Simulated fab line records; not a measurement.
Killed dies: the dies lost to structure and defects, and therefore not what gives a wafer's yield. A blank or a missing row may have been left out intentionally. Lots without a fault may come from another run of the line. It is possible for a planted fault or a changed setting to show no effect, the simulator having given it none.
One fault seen from 3 desks	flow n5_finfet	only its own numbers are on each desk; what lay behind them is given at the end

## THE DEFECT DESK
For each lot, the counts of the inspections along the route, averaged over the sampled wafers that have a number. The brackets show how far a lot's mean lies from the usual mean; more than 4 standard deviations puts the lot out of limits, marked OUT.
Columns: A = raw_defect_count at N5_HKMG_FIN_INSPECT_14, usual 2.0
lot	first seen here	A
L404	day 5 22:31	1.3
L405	day 6 01:44	2.5
L406	day 6 09:59	0.5
L409	day 7 06:54	1.7
L413	day 8 02:30	2.0
L416	day 8 22:56	2.0
L417	day 9 03:41	2.5
Finding of this desk: none of the 7 lots has anything out of limits.

## AT THE METROLOGY DESK
Lot by lot, what the gauges showed, no matter which tool ran the lot: averages of those sampled wafers that carry a number. The brackets show how far a lot's mean lies from the usual mean; more than 4 standard deviations puts the lot out of limits, marked OUT. It has 12 readings; the 7 that lie furthest out on some lot are the ones shown.
Columns: A = DIBL_N at N5_BEOL_M4_RC_MEAS_101, usual 35.9 mV/V; B = DIBL_P at N5_BEOL_M4_RC_MEAS_101, usual 35.8 mV/V; C = IOFF_N at N5_BEOL_M4_RC_MEAS_101, usual 0.15 nA/um; D = IOFF_P at N5_BEOL_M4_RC_MEAS_101, usual 0.21 nA/um; E = ION_N at N5_BEOL_M4_RC_MEAS_101, usual 674 uA/um; F = SS_N at N5_BEOL_M4_RC_MEAS_101, usual 71.3 mV/dec; G = VT_N at N5_BEOL_M4_RC_MEAS_101, usual 250 mV
lot	first seen here	A	B	C	D	E	F	G
L404	day 5 22:28	39.3	40.9	0.23	0.28	698	72.6	244
L405	day 6 01:41	34.5	35.0	0.13	0.18	670	71.0	254
L406	day 6 09:55	35.4	35.4	0.15	0.17	676	71.0	248
L409	day 7 06:51	35.6	35.7	0.15	0.23	670	71.4	249
L413	day 8 02:26	36.5	36.6	0.15	0.19	675	71.7	250
L416	day 8 22:53	34.7	34.6	0.14	0.21	669	70.8	252
L417	day 9 03:38	36.8	37.1	0.16	0.26	674	71.3	249
Finding of this desk: none of the 7 lots has anything out of limits.

## TOOL OWNER'S DESK, rie_diel-02
The tool's own readings at N5_HKMG_FIN_ETCH_35 (etches SOC in N2/H2, target depth 215.8 nm, time 243.4 s): means of the sampled wafers that have a number, for each lot that ran on this tool. The brackets show how far a lot's mean lies from the usual mean; more than 4 standard deviations puts the lot out of limits, marked OUT.
Columns: A = drypump_motor_current_A at N5_HKMG_FIN_ETCH_35, usual 5.9 A; B = oes_product_au at N5_HKMG_FIN_ETCH_35, usual 0.77 a.u.; C = rf_vpp_V at N5_HKMG_FIN_ETCH_35, usual 141.7 V; D = run_length_s at N5_HKMG_FIN_ETCH_35, usual 266.8 s; E = showerhead_plenum_p_Torr at N5_HKMG_FIN_ETCH_35, usual 2.56 Torr; F = throttle_valve_pct at N5_HKMG_FIN_ETCH_35, usual 17.88 %
lot	first seen here	A	B	C	D	E	F
L404	day 5 23:33	6.3	0.83	141.1	266.6	2.56	17.68
L405	day 6 02:05	5.4	0.74	142.3	272.9 (+11) OUT	2.53	17.88
L406	day 6 10:19	5.7	0.78	140.7	272.6 (+11) OUT	2.49	17.77
L409	day 7 08:28	5.6	0.76	141.4	274.5 (+14) OUT	2.50	17.82
This desk finds L405, L406, L409 out of limits, L405 being first, at day 6 02:05 (run_length_s at N5_HKMG_FIN_ETCH_35). L404 stayed within limits.

## ALL TOGETHER
An alarm could have come from the tool owner's desk at day 6 02:05, on L405, L406, L409.
The defect desk saw nothing out of limits.
The metrology desk saw nothing out of limits.
The defect desk has L405, L406, L409 on record, within its limits.
The metrology desk holds a record of L405, L406, L409, inside its limits.
On rie_diel-02, each named lot ran N5_HKMG_FIN_ETCH_35.

## WHAT THE SIMULATOR PUT IN
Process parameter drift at N5_HKMG_FIN_ETCH_35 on rie_diel-02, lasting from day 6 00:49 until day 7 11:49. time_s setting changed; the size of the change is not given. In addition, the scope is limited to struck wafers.
Struck lots among those shown: L405, L406, L409.
Delay in hours, fault start to first out-of-limits reading, by desk: the tool owner's desk at 1.
